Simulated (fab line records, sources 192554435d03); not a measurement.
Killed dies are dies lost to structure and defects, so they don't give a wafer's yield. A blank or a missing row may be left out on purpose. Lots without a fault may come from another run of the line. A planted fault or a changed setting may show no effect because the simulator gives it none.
fab line records | flow n5_finfet
record lots=5 wafers=15 last_day=18
route steps=1938 shown BEOL_M13@1693 PASSIVATION@1936
lots that met no fault: from a run of the same line without faults
start_h: hours from the record's first day to the start of the lot's first wafer shown | wait_h: hours since the lot's step before | " the same as in the row above | L1.1+2: a row that stands for several wafers | - no value, or no start given | * or withheld: withheld | < > ~ a bound
route shown NAME@n: a module of which the file shows steps, and the number in the route of the first | usual: mean/standard deviation of fault-free wafers | same: alike in all rows | chamber/n: place in a boat | sites: the reading at each site | _std_site: their standard deviation | _edge_site: outer sites' mean less inner sites' | radius_mm: how far each site lies from the wafer's centre | mask NAME#n: copy n | behind: the tool/chamber that last shaped the wafer | hold: why the lot was held/for how many hours/how that ended | device: the transistor (n, p or np) that didn't switch | end of line: the same wafers' tests at the end of the route | a step without rows: its recipe alone | killed: dies lost to structure and defects at the first sort, not the wafer's yield | map: a wafer's dies, x killed, . not, _ none there
set.NAME: the setting as run; set.NAME@STEP: as run at that earlier step | model.NAME: the simulator's own value behind a step, which no gauge read
lots at some steps of the route; a table a step, a row a wafer
services: from which hour (start_h, from the record's first day; less than 0 if before it) a tool's chamber was out of use, for how many hours, and why
## steps
# step N5_BEOL_M13_ETCH_67
# recipe chemistry=CF4 target=SiARC target_depth_a=1430 time_s=238.3 ion_energy_ev=80 pressure_mtorr=40 source_w=545 bias_w=36 Ar_flow_sccm=100 cf4_flow_sccm=100 ends=cleared
# step N5_BEOL_M13_ETCH_68
# recipe chemistry=N2/H2 target=SOC mask_material=SiARC source_w=3000 bias_w=350 temp_c=40 time_s=355 ion_energy_ev=200 pressure_mtorr=30 n2_flow_sccm=200 h2_flow_sccm=200
# step N5_BEOL_M13_STRIP_69
# recipe chemistry=N2/H2 temp_c=40 n2_flow_sccm=200 h2_flow_sccm=200 rf_frequency_hz=6e+07
# step N5_BEOL_M13_TRENCH_ETCH_34
# recipe chemistry=C4F8/O2/Ar target=SiOC target_depth_a=4134.7 mask_material=SOC pressure_mtorr=30 source_w=3000 bias_w=700 Ar_flow_sccm=400 C4F8_flow_sccm=15 O2_flow_sccm=8 he_inner_torr=15 he_outer_torr=30 time_s=162.6 ion_energy_ev=250
# usual drypump_motor_current_A=5.6/0.44 oes_product_au=0.79/0.09 rf_vpp_V=665.1/2.6 showerhead_plenum_p_Torr=3.41/0.096 throttle_valve_pct=24.22/0.19
# same time_s=162.6
# columns lot.wafer tool chamber start_h wait_h drypump_motor_current_A oes_product_au rf_hours_counter_h rf_vpp_V showerhead_plenum_p_Torr throttle_valve_pct
L561.1 rie_diel-03 3 278.74 0.0 6.0 0.76 174 665.0 3.40 24.35
L561.3 " 0 " " 5.6 0.89 37 665.1 3.35 23.90
L561.4 " 1 " " 4.9 0.88 41 663.7 3.35 24.34
L563.2 rie_diel-02 2 295.89 0.0 5.4 0.71 199 670.1 3.53 24.03
L563.3 " 1 " " 6.5 0.68 233 664.2 3.38 24.26
L563.4 " 3 " " 5.1 0.96 8 663.9 3.39 24.22
L569.1 rie_diel-03 2 325.31 0.0 5.6 0.80 120 665.6 3.46 24.15
L569.3 " 0 " " 5.6 0.87 50 660.7 3.34 23.90
L569.6 " 3 " " 6.0 0.74 - 665.0 3.40 24.35
L573.1 rie_diel-02 3 336.36 0.0 5.1 0.93 22 662.4 3.39 24.22
L573.2 " 2 " " 5.4 0.70 212 667.4 3.52 24.06
L573.3 " 0 " " 5.5 0.76 150 660.7 3.28 24.12
L579.2 rie_diel-04 0 411.29 0.0 6.0 0.89 26 667.6 3.47 24.14
L579.4 " 2 " " 5.6 0.75 155 669.1 3.60 24.46
L579.6 " 3 " " 5.2 0.94 - 666.6 3.53 24.16
# step N5_BEOL_M13_STRIP_70
# recipe chemistry=C4F8/O2/Ar resist=SiARC rf_frequency_hz=6e+07
# step N5_BEOL_M13_OCD_MEAS_35
# usual trench_depth_nm=413/7.7
# columns lot.wafer tool chamber start_h wait_h trench_depth_nm
L561.1 ocd-02 - 278.92 0.0 411
L561.3 " - " " 416
L561.4 " - " " 416
L563.2 ocd-02 - 296.07 0.0 410
L563.3 " - " " 392
L563.4 " - " " 424
L569.1 ocd-02 - 325.48 0.0 416
L569.3 " - " " 412
L569.6 " - " " 409
L573.1 ocd-01 - 336.53 0.0 431
L573.2 " - " " 409
L573.3 " - " " 409
L579.2 ocd-02 - 411.47 0.0 407
L579.4 " - " " 407
L579.6 " - " " 406
# step N5_BEOL_M13_STRIP_37
# recipe chemistry=N2/H2 power_w=1000 temp_c=250 h2_frac=0.65 overash_fraction=0.3 pressure_mtorr=withheld n2_flow_sccm=1750 h2_flow_sccm=3250
# step N5_BEOL_M13_ETCH_38
# recipe chemistry=CF4/N2 target=SiCN target_depth_a=675 taper_deg=2 time_s=71.9 ion_energy_ev=150 mask_material=SiO2 pressure_mtorr=40 source_w=430 bias_w=70 Ar_flow_sccm=100 cf4_flow_sccm=60 n2_flow_sccm=60
# step N5_BEOL_M13_PRECLEAN_39
# recipe chemistry=residue_remover time_s=60 temp_c=40
# step N5_BEOL_M13_SRD_40
# recipe time_s=30 temp_c=23 rinse_liquid=diw dry=n2_spin spin_rpm=1500 dry_time_s=30
# step N5_BEOL_M13_DEGAS_41
# recipe ambient=vacuum temp_c=250 time_s=60
# usual heater_power_w=334/21
# same time_s=60
# columns lot.wafer tool chamber start_h wait_h heater_power_w
L561.1 pvd_sputter-03 - 282.76 0.7 290
L561.3 " - " " 336
L561.4 " - " " 338
L563.2 pvd_sputter-03 - 296.76 0.3 341
L563.3 " - " " 345
L563.4 " - " " 348
L569.1 pvd_sputter-03 - 328.49 0.3 299
L569.3 " - " " 344
L569.6 " - " " 347
L573.1 pvd_sputter-02 - 341.23 0.4 321
L573.2 " - " " 334
L573.3 " - " " 347
L579.2 pvd_sputter-02 - 413.01 0.2 353
L579.4 " - " " 337
L579.6 " - " " 352
# step N5_BEOL_M13_PRE_CLEAN_42
# recipe gas=H2/He time_s=30 temp_c=250
# step N5_BEOL_M13_SPUTTER_43
# recipe material=TaN target_thk_a=150 temp_c=50 bias_v=168.6 power_w=15000 chamber_pressure_pa=0.12 time_s=24.19
# usual cathode_dc_power_W=15000/2.9 throttle_valve_pct=29.9/0.86
# same time_s=24.19
# columns lot.wafer tool chamber start_h wait_h cathode_dc_power_W throttle_valve_pct model.TaN_of_BEOL_M13_SPUTTER_43.thk_nm
L561.1 pvd_sputter-03 - 282.84 0.0 14997 31.2 14.8
L561.3 " - " " 14999 29.3 15
L561.4 " - " " 15003 29.4 15
L563.2 pvd_sputter-03 - 296.84 0.0 15000 29.1 15
L563.3 " - " " 15000 28.5 15.2
L563.4 " - " " 14996 29.4 14.6
L569.1 pvd_sputter-03 - 328.57 0.0 12113 31.1 11.8
L569.3 " - " " 15000 28.7 15
L569.6 " - " " 14999 29.2 14.6
L573.1 pvd_sputter-02 - 341.31 0.0 15002 30.0 15.4
L573.2 " - " " 14997 30.5 15
L573.3 " - " " 14998 30.1 15
L579.2 pvd_sputter-02 - 413.09 0.0 15000 30.2 15.4
L579.4 " - " " 15001 28.6 15.4
L579.6 " - " " 14998 30.0 15.2
# step N5_BEOL_M13_SPUTTER_44
# recipe material=Ta target_thk_a=100 temp_c=50 bias_v=80 power_w=15000 chamber_pressure_pa=0.07 time_s=16.13
# usual cathode_dc_power_W=15000/2.8 throttle_valve_pct=29.9/0.86
# same time_s=16.13
# columns lot.wafer tool chamber start_h wait_h cathode_dc_power_W throttle_valve_pct
L561.1 pvd_sputter-03 - 282.92 0.0 15001 31.2
L561.3 " - " " 15005 29.4
L561.4 " - " " 15000 29.4
L563.2 pvd_sputter-03 - 296.92 0.0 15000 29.3
L563.3 " - " " 15001 28.7
L563.4 " - " " 15003 29.1
L569.1 pvd_sputter-03 - 328.65 0.0 14997 31.0
L569.3 " - " " 14998 28.5
L569.6 " - " " 14995 29.2
L573.1 pvd_sputter-02 - 341.39 0.0 14999 30.1
L573.2 " - " " 14996 30.9
L573.3 " - " " 14999 29.9
L579.2 pvd_sputter-02 - 413.17 0.0 15001 30.2
L579.4 " - " " 14998 28.2
L579.6 " - " " 14998 30.0
# step N5_BEOL_M13_SPUTTER_45
# recipe material=Cu target_thk_a=800 temp_c=-20 bias_v=60 power_w=26000 chamber_pressure_pa=0.13 time_s=13.33
# usual cathode_dc_power_W=26000/4.2 throttle_valve_pct=29.9/0.87
# same time_s=13.33
# columns lot.wafer tool chamber start_h wait_h cathode_dc_power_W throttle_valve_pct
L561.1 pvd_sputter-03 - 283.00 0.0 25997 31.2
L561.3 " - " " 25999 29.1
L561.4 " - " " 26002 29.3
L563.2 pvd_sputter-03 - 297.00 0.0 26005 29.3
L563.3 " - " " 25992 28.9
L563.4 " - " " 26007 29.4
L569.1 pvd_sputter-03 - 328.73 0.0 25998 31.2
L569.3 " - " " 26004 28.5
L569.6 " - " " 25996 29.2
L573.1 pvd_sputter-02 - 341.47 0.0 26001 30.0
L573.2 " - " " 25998 30.8
L573.3 " - " " 26001 30.1
L579.2 pvd_sputter-02 - 413.25 0.0 25996 29.8
L579.4 " - " " 25995 28.8
L579.6 " - " " 25995 29.9
# step N5_BEOL_M13_ECD_47
# recipe material=Cu target_thk_a=9360
# step N5_BEOL_M13_ANNEAL_48
# recipe temp_c=225 time_s=90 ambient=N2
# usual wafer_temp_C_max=226.3/0.34
# same time_s=90
# columns lot.wafer tool chamber start_h wait_h wafer_temp_C_max
L561.1 rtp_anneal-02 0 283.28 0.1 225.9
L561.3 " 0 " " 225.9
L561.4 " 0 " " 225.9
L563.2 rtp_anneal-01 0 297.48 0.2 226.1
L563.3 " 0 " " 226.3
L563.4 " 0 " " 226.4
L569.1 rtp_anneal-02 0 329.01 0.1 226.1
L569.3 " 0 " " 226.1
L569.6 " 0 " " 226.3
L573.1 rtp_anneal-02 0 341.75 0.1 225.7
L573.2 " 0 " " 226.4
L573.3 " 0 " " 226.3
L579.2 rtp_anneal-02 0 413.57 0.2 226.0
L579.4 " 0 " " 226.0
L579.6 " 0 " " 226.7
# step N5_BEOL_M13_CMP_49
# recipe stop_on=SiOC t_overpolish_s=17.1 down_force_psi=1 platen_rpm=50 clearing_platen_down_force_psi=1.5 clearing_platen_rpm=50 post_cmp_clean=cu_alkaline target_thk_nm=420 clearing_platen_pad_velocity_m_s=0.99484 pad_velocity_m_s=0.99484
# usual barrier_field_endpoint_s=30.7/0.86 clearing_platen_rpm=50.004/0.024 edge_zone_pressure_frac=0.999/0.0043 motor_current_A=5.9/0.49 platen_rpm=50.00/0.033 retaining_ring_pressure_frac=0.999/0.0055
# columns lot.wafer tool chamber start_h wait_h barrier_field_endpoint_s clearing_platen_rpm edge_zone_pressure_frac motor_current_A platen_rpm retaining_ring_pressure_frac
L561.4 cmp-02 1 283.61 0.2 30.2 49.991 1.002 6.5 49.96 0.997
L561.3 " 2 " " 30.1 49.964 1.000 6.1 49.97 1.001
L561.1 " 3 " " 28.9 49.973 0.994 4.7 50.02 0.993
L563.3 cmp-04 2 297.78 0.2 31.2 50.054 0.994 6.4 49.94 0.994
L563.4 " 3 " " 30.4 50.006 1.003 5.6 50.04 1.011
L563.2 " 0 " " 30.2 49.989 1.006 5.9 49.97 0.991
L569.1 cmp-04 3 329.31 0.3 26.6 49.988 0.995 5.9 50.03 0.992
L569.3 " 1 " " 29.9 50.028 0.994 5.9 50.01 0.999
L569.6 " 0 " " 29.7 49.999 0.998 5.6 50.01 1.004
L573.3 cmp-02 3 342.05 0.2 31.4 49.962 1.001 4.6 49.98 0.997
L573.2 " 1 " " 29.9 50.066 1.004 6.1 49.95 0.994
L573.1 " 2 " " 30.9 50.033 1.001 6.2 49.93 0.994
L579.2 cmp-04 0 413.83 0.2 31.5 49.974 0.994 6.2 50.04 0.995
L579.4 " 1 " " 30.4 49.979 1.004 5.9 49.96 1.005
L579.6 " 0 " " 30.2 49.991 0.996 6.0 50.02 1.009
# step N5_BEOL_M13_THK_MEAS_50
# recipe thk_meas_gauge=xrf reads=Cu_of_BEOL_M13_ECD_47
# usual M13_THK=421/8.6
# columns lot.wafer tool chamber start_h wait_h M13_THK[nm]
L561.1 film_metro-01 - 283.87 - 419
L561.3 " - " " 423
L561.4 " - " " 426
L563.2 film_metro-01 - 298.04 - 419
L563.3 " - " " 399
L563.4 " - " " 434
L569.1 film_metro-01 - 329.60 - 426
L569.3 " - " " 415
L569.6 " - " " 415
L573.1 film_metro-01 - 342.34 - 440
L573.2 " - " " 417
L573.3 " - " " 417
L579.2 film_metro-01 - 414.12 - 415
L579.4 " - " " 412
L579.6 " - " " 413
# step N5_PASSIVATION_PROBE_49
# usual defect_limited_yield=91.0/1.4 killed_at_M0_to_M3=36/9.6 killed_at_M4_up=14/6.1 killed_at_contacts=13/6.6 killed_at_front_end=40/11 killed_at_other=3.2/2.9 killed_dies=106/17 killed_open=71/12 killed_short=33/7.3 sort_bin_4_leakage=0.02/0.11 sort_bin_5_function=5.3/1 sort_bin_6_memory=3.4/0.68 sort_n_pass=1073/19 sort_yield_pct=91.0/1.6
# same gross_dies=1180 killed_at_back_side=0 sort_bin_8_speed[%]=0
# columns lot.wafer tool chamber start_h wait_h defect_limited_yield[%] killed_at_M0_to_M3 killed_at_M4_up killed_at_contacts killed_at_front_end killed_at_other killed_dies killed_open killed_short sort_bin_4_leakage[%] sort_bin_5_function[%] sort_bin_6_memory[%] sort_n_pass sort_yield_pct[%]
L561.1 prober-01 - 315.19 0.0 91.2 34 11 8 46 5 104 73 30 0 5.2 3.4 1076 91.2
L561.3 prober-01 - 315.29 0.1 90.4 37 14 10 46 6 113 80 32 0 5.4 4.0 1067 90.4
L561.4 prober-01 - 315.34 0.2 91.6 33 6 13 44 3 99 72 27 0 4.2 3.9 1081 91.6
L563.2 prober-01 - 327.24 0.1 90.3 42 26 14 32 0 114 81 26 0 6.1 3.6 1066 90.3
L563.3 prober-01 - 327.29 0.1 89.6 44 22 12 44 1 123 90 33 0 6.5 3.6 1057 89.6
L563.4 prober-01 - 327.34 0.2 92.1 37 18 12 23 3 93 55 36 0 4.4 2.8 1087 92.1
L569.1 prober-02 - 357.69 0.4 90.3 37 7 14 45 11 114 75 39 0.17 4.8 4.5 1064 90.2
L569.3 prober-02 - 357.79 0.5 88.6 46 6 23 54 5 134 99 35 0 6.0 4.9 1046 88.6
L569.6 prober-02 - 357.94 0.6 91.4 41 5 21 28 6 101 65 36 0 4.9 3.5 1079 91.4
L573.1 prober-01 - 371.41 0.0 90.9 45 5 3 46 8 107 75 31 0 5.0 4.1 1073 90.9
L573.2 prober-01 - 371.46 0.1 88.6 57 7 7 60 4 135 81 51 0 6.9 4.1 1045 88.6
L573.3 prober-01 - 371.51 0.1 91.9 33 10 7 43 2 95 59 34 0 4.7 3.1 1085 91.9
L579.2 prober-02 - 443.25 0.1 90.4 38 24 8 41 2 113 66 40 0 5.3 3.5 1067 90.4
L579.4 prober-02 - 443.35 0.2 89.9 49 19 4 44 3 119 74 44 0 6.8 3.1 1061 89.9
L579.6 prober-02 - 443.45 0.3 88.5 44 25 5 57 5 136 100 35 0 7.5 3.8 1044 88.5
# killed by level:class
L561.1 BEOL_M2:geometric_particle:open=11 STI_FIN_REVEAL:geometric_particle:open=10 GATE_CUT:geometric_particle:open=7 MOL_CONTACT_COAG:geometric_particle:open=7 FIN_SAQP:geometric_particle:open=5 BEOL_M5:geometric_particle:open=5 BEOL_M3:geometric_particle:open=5 STARTING-WAFER:geometric_particle:short=5
L561.3 BEOL_M1:geometric_particle:open=9 DUMMY_GATE:geometric_particle:open=8 MOL_CONTACT_COAG:geometric_particle:open=8 STI_FIN_REVEAL:geometric_particle:open=7 BEOL_M0_SAQP:geometric_particle:open=7 BEOL_M4:geometric_particle:open=7 FIN_SAQP:geometric_particle:open=6 GATE_CUT:geometric_particle:short=5
L561.4 STI_FIN_REVEAL:geometric_particle:open=16 MOL_CONTACT_COAG:geometric_particle:open=11 BEOL_M0_SAQP:geometric_particle:open=8 BEOL_M1:geometric_particle:open=8 FIN_SAQP:geometric_particle:short=7 BEOL_M0_SAQP:geometric_particle:short=6 BEOL_M2:geometric_particle:open=6 FIN_SAQP:geometric_particle:open=4
L563.2 MOL_CONTACT_COAG:geometric_particle:open=11 BEOL_M0_SAQP:geometric_particle:open=11 BEOL_M1:geometric_particle:open=11 BEOL_M5:geometric_particle:open=8 STI_FIN_REVEAL:geometric_particle:open=7 BEOL_M2:geometric_particle:open=6 BEOL_M3:geometric_particle:open=6 FIN_SAQP:geometric_particle:open=5
L563.3 BEOL_M4:geometric_particle:open=11 BEOL_M0_SAQP:geometric_particle:open=11 FIN_SAQP:geometric_particle:open=10 FIN_SAQP:geometric_particle:short=10 MOL_CONTACT_COAG:geometric_particle:open=10 BEOL_M2:geometric_particle:open=9 STI_FIN_REVEAL:geometric_particle:open=6 BEOL_M1:geometric_particle:open=6
L563.4 BEOL_M1:geometric_particle:open=12 MOL_CONTACT_COAG:geometric_particle:open=9 BEOL_M4:geometric_particle:open=6 BEOL_M3:geometric_particle:open=5 BEOL_M0_SAQP:geometric_particle:short=5 BEOL_M0_SAQP:geometric_particle:open=5 STI_FIN_REVEAL:geometric_particle:open=4 BEOL_M2:geometric_particle:open=4
L569.1 STI_FIN_REVEAL:geometric_particle:open=15 BEOL_M3:geometric_particle:open=9 MOL_CONTACT_COAG:geometric_particle:open=9 FIN_SAQP:geometric_particle:short=6 BEOL_M0_SAQP:geometric_particle:short=6 MOL_CONTACT_COAG:geometric_particle:short=5 BEOL_M1:geometric_particle:open=5 BEOL_M2:geometric_particle:open=5
L569.3 STI_FIN_REVEAL:geometric_particle:open=22 BEOL_M3:geometric_particle:open=20 MOL_CONTACT_COAG:geometric_particle:open=19 BEOL_M1:geometric_particle:open=7 FIN_SAQP:geometric_particle:short=5 FIN_SAQP:geometric_particle:open=4 STI_FIN_REVEAL:geometric_particle:short=4 BEOL_M2:geometric_particle:open=4
L569.6 MOL_CONTACT_COAG:geometric_particle:open=15 BEOL_M3:geometric_particle:open=10 STI_FIN_REVEAL:geometric_particle:open=9 BEOL_M0_SAQP:geometric_particle:open=8 BEOL_M2:geometric_particle:open=7 MOL_CONTACT_COAG:geometric_particle:short=6 BEOL_M0_SAQP:geometric_particle:short=6 STI_FIN_REVEAL:geometric_particle:short=4
L573.1 FIN_SAQP:geometric_particle:open=13 STI_FIN_REVEAL:geometric_particle:open=13 BEOL_M0_SAQP:geometric_particle:open=12 BEOL_M2:geometric_particle:open=11 BEOL_M0_SAQP:geometric_particle:short=11 FIN_SAQP:geometric_particle:short=6 STARTING-WAFER:geometric_particle:open=6 STI_FIN_REVEAL:geometric_particle:short=3
L573.2 BEOL_M0_SAQP:geometric_particle:short=22 STI_FIN_REVEAL:geometric_particle:open=19 FIN_SAQP:geometric_particle:open=13 BEOL_M0_SAQP:geometric_particle:open=12 FIN_SAQP:geometric_particle:short=8 BEOL_M2:geometric_particle:open=7 MOL_CONTACT_COAG:geometric_particle:open=6 STI_FIN_REVEAL:geometric_particle:short=4
L573.3 BEOL_M0_SAQP:geometric_particle:open=14 FIN_SAQP:geometric_particle:open=12 FIN_SAQP:geometric_particle:short=9 BEOL_M0_SAQP:geometric_particle:short=8 STI_FIN_REVEAL:geometric_particle:open=7 MOL_CONTACT_COAG:geometric_particle:open=7 STARTING-WAFER:geometric_particle:short=5 BEOL_M3:geometric_particle:open=4
L579.2 BEOL_M4:geometric_particle:open=12 BEOL_M2:geometric_particle:open=11 GATE_CUT:geometric_particle:short=11 BEOL_M2:geometric_particle:short=8 FIN_SAQP:geometric_particle:open=7 MOL_CONTACT_COAG:geometric_particle:open=6 BEOL_M0_SAQP:geometric_particle:short=5 BEOL_M0_SAQP:geometric_particle:open=5
L579.4 GATE_CUT:geometric_particle:short=13 FIN_SAQP:geometric_particle:open=12 BEOL_M1:geometric_particle:open=10 BEOL_M0_SAQP:geometric_particle:short=9 BEOL_M3:geometric_particle:open=9 GATE_CUT:geometric_particle:open=7 BEOL_M4:geometric_particle:open=7 BEOL_M0_SAQP:geometric_particle:open=6
L579.6 BEOL_M4:geometric_particle:open=14 FIN_SAQP:geometric_particle:open=11 GATE_CUT:geometric_particle:open=10 BEOL_M3:geometric_particle:open=10 STI_FIN_REVEAL:geometric_particle:open=9 BEOL_M1:geometric_particle:open=9 BEOL_M2:geometric_particle:open=7 GATE_CUT:geometric_particle:short=6
## services
# columns tool chamber start_h hours kind
cmp-04 - 261.59 1.2 repair
cmp-02 - 293.71 4.0 pm
cmp-02 - 297.71 - consumable_replace:conditioner
cmp-02 - 297.71 - consumable_replace:pad
rie_diel-04 0 303.96 - clean
rie_diel-04 0 303.96 - consumable_replace:focus_ring
cmp-02 - 314.48 2.0 repair
cmp-04 - 315.22 1.1 repair
cmp-04 - 325.38 1.0 repair
rie_diel-02 1 325.70 5.8 repair
rie_diel-02 - 336.72 1.5 repair
rie_diel-02 0 338.68 16.4 repair
rtp_anneal-02 - 343.28 3.1 pm
rie_diel-02 1 345.34 5.4 repair
rie_diel-03 1 345.36 16.0 repair
rie_diel-02 1 363.68 - clean
rie_diel-02 1 363.68 - consumable_replace:focus_ring
rie_diel-02 1 363.68 18.1 scheduled_down
rie_diel-02 1 363.68 18.1 vent_cycle
rie_diel-03 0 377.86 4.7 repair
pvd_sputter-03 - 386.79 2.2 repair
pvd_sputter-02 - 391.45 3.8 repair
cmp-02 - 392.56 2.7 repair
rie_diel-02 - 411.01 2.8 pm
## key
first_sign step=N5_BEOL_M13_SPUTTER_43 reading=cathode_dc_power_W direction=down sigmas=99+ usual=* struck=*
effect step=N5_BEOL_M13_CMP_49 reading=barrier_field_endpoint_s direction=down sigmas=4.8 usual=30.7 struck=26.6
model_effect step=N5_BEOL_M13_SPUTTER_43 value=TaN_of_BEOL_M13_SPUTTER_43.thk_nm without=14.6 struck=11.8
met_at N5_BEOL_M13_SPUTTER_43
struck_wafers L569.1
onset_between 282.84 328.57
fault kind=process_parameter_drift tool=pvd_sputter-03 chamber=- onset_h=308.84 steps=N5_BEOL_M13_SPUTTER_43 channel=power_w offset=* shape=step end_h=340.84 acts_in=* stated=* scope=struck_wafers_only
